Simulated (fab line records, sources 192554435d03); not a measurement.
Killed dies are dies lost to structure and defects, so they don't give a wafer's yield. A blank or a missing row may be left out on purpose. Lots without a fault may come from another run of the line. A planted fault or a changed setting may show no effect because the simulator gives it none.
Which tool did it? | flow n5_finfet | 9 lots, 26 wafers sampled, at 3 steps of a route of 1938

WHAT THE GAUGES READ, wafer by wafer
N5_BEOL_M11_THK_MEAS_53: measures by xrf.
lot  | measured     | on            | M11_THK (nm)
L327 | day 10 01:51 | film_metro-02 | 140.2 138.8 142.6
L328 | day 10 21:23 | film_metro-02 | 139.9 138.2 139.0
L331 | day 10 23:37 | film_metro-02 | 143.1 139.2 137.4
L340 | day 13 14:49 | film_metro-01 | 138.9 256.5
L339 | day 13 20:05 | film_metro-02 | 245.7 146.3 141.9
L344 | day 14 19:53 | film_metro-02 | 134.7 143.8 139.6
L345 | day 14 23:40 | film_metro-01 | 138.8 142.2 135.8
L346 | day 15 06:50 | film_metro-02 | 140.7 135.0 135.8
L350 | day 16 12:43 | film_metro-02 | 139.1 140.4 137.9

WHICH TOOL RAN EACH LOT (tool, then ch and the chambers of the sampled wafers, then the start)
lot  | N5_BEOL_M11_PRE_CLEAN_45     | N5_BEOL_M11_CMP_52
L327 | pvd_sputter-03, day 10 00:17 | cmp-03 ch 0,1,2, day 10 01:38
L328 | pvd_sputter-02, day 10 17:27 | cmp-03 ch 0,1,2, day 10 21:05
L331 | pvd_sputter-02, day 10 21:17 | cmp-02 ch 0,2,3, day 10 23:19
L340 | pvd_sputter-01, day 13 13:15 | cmp-03 ch 0,1, day 13 14:32
L339 | pvd_sputter-02, day 13 17:58 | cmp-03 ch 0,2,3, day 13 19:52
L344 | pvd_sputter-01, day 14 17:22 | cmp-04 ch 2,3, day 14 19:36
L345 | pvd_sputter-02, day 14 20:52 | cmp-02 ch 0,2,3, day 14 23:27
L346 | pvd_sputter-01, day 15 03:58 | cmp-04 ch 1,2,3, day 15 06:37
L350 | pvd_sputter-01, day 16 09:50 | cmp-02 ch 0,3, day 16 12:25
- N5_BEOL_M11_PRE_CLEAN_45: time 30 s.
- N5_BEOL_M11_CMP_52: polishes, stops on SiCOH lowk, t overpolish 7 s, target thk 140 nm.

THE ANSWER, worked out from the rows above alone
Rule: what is usual is taken from the lots themselves. Put in order of their means at a reading, lots are off if they are a third of the lots or fewer, leave a main group of 4 or more, and stand apart from it by a gap of 3 or more times the standard deviation of the main group's means; of several such gaps the widest counts. A main group whose means are all the same, to the digits that the tables above print for the reading, isn't used. A lot without any number at a reading at which 4 lots or more have one is off too. The other lots that the step has rows for count as sound.
Off: L340, L339, at N5_BEOL_M11_THK_MEAS_53 (M11_THK). The main group: mean 139.2 nm, standard deviation 0.96.
A tool fits if, at a process step before that reading, it ran every lot that is off, and no sound lot after the first of them. The gauges at N5_BEOL_M11_THK_MEAS_53 are tried like those tools. One fits: cmp-03 at N5_BEOL_M11_CMP_52. Its last sound lot is L328 (day 10 21:05), its first lot that is off L340 (day 13 14:32): a fault that began between those two fits.

WHAT THE SIMULATOR HAD PUT IN
Process parameter drift: cmp-03, from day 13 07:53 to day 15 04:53, at N5_BEOL_M11_CMP_52. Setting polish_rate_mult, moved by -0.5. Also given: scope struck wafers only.
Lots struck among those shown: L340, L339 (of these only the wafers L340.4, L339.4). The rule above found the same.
